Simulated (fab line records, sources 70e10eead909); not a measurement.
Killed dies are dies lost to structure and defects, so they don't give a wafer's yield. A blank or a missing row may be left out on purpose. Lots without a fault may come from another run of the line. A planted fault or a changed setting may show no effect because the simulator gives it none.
Tool commonality check | flow nand_harc | 2 lots, 6 wafers sampled

WHY IT WAS OPENED
At NHARC_END_SORT_01 the reading killed_at_periphery is flagged on 2 of 2 lots. Wafers without a fault read 3.8, standard deviation 2.8.
Rule: a lot is flagged when every wafer of it that has a number lies more than 4 standard deviations from that mean, or none has a number. The other lots count as sound.

lot  | measured     | on        | killed_at_periphery, wafer by wafer | flag
L494 | day 28 14:54 | prober-02 | 102 81 92                           | FLAGGED
L492 | day 28 15:43 | prober-01 | 99 96 99                            | FLAGGED
The numbers of the flagged lots are 94.8 on average: +91.0 against the usual, or +33 standard deviations.

WHICH TOOL RAN EACH LOT
The record holds 3 process steps before the reading, out of a route of 1302 steps. In each cell: the tool, then ch and the chambers that the sampled wafers went through, then the start.
lot  | flag    | NHARC_P_M0_PVD_20            | NHARC_THIN_TSV_ETCH_44             | NHARC_THIN_TSV_DEGAS_49
L494 | FLAGGED | pvd_sputter-02, day 10 17:15 | rie_diel-11 ch 0,2,3, day 28 01:12 | pvd_sputter-03, day 28 03:48
L492 | FLAGGED | pvd_sputter-02, day 10 02:32 | rie_diel-09 ch 1,2, day 28 00:00   | pvd_sputter-03, day 28 02:36
What these steps do:
- NHARC_P_M0_PVD_20: deposits TaN, target thk 5 nm, time 8.06 s.
- NHARC_THIN_TSV_ETCH_44: etches the open film in CF4/O2, target depth 1594.2 nm, time 797.1 s.
- NHARC_THIN_TSV_DEGAS_49: time 120 s.
- NHARC_END_SORT_01

FLAGGED OVER TOTAL, TOOL BY TOOL (the gauges that took the reading come last)
step                    | tool           | lots run | flagged | share of the flagged lots | sound lots run after its first flagged lot
NHARC_P_M0_PVD_20       | pvd_sputter-02 | 2        | 2       | all                       | 0
NHARC_THIN_TSV_ETCH_44  | rie_diel-09    | 1        | 1       | some                      | 0
NHARC_THIN_TSV_ETCH_44  | rie_diel-11    | 1        | 1       | some                      | 0
NHARC_THIN_TSV_DEGAS_49 | pvd_sputter-03 | 2        | 2       | all                       | 0
NHARC_END_SORT_01       | prober-01      | 1        | 1       | some                      | 0
NHARC_END_SORT_01       | prober-02      | 1        | 1       | some                      | 0

WHAT THE TABLE ALLOWS
2 rows of the table ran every flagged lot: pvd_sputter-02 at NHARC_P_M0_PVD_20, pvd_sputter-03 at NHARC_THIN_TSV_DEGAS_49.
- pvd_sputter-02 at NHARC_P_M0_PVD_20: 2 of its 2 lots flagged. It ran no sound lot before its first flagged lot in this sample, so the start can't be narrowed down.
- pvd_sputter-03 at NHARC_THIN_TSV_DEGAS_49: 2 of its 2 lots flagged. It ran no sound lot before its first flagged lot in this sample, so the start can't be narrowed down.
Counting lots can't tell these 2 tools apart, because each fits a fault that began at some hour. More lots, or a look at what each step does to the wafer, might.

WHAT THE SIMULATOR HAD PUT IN
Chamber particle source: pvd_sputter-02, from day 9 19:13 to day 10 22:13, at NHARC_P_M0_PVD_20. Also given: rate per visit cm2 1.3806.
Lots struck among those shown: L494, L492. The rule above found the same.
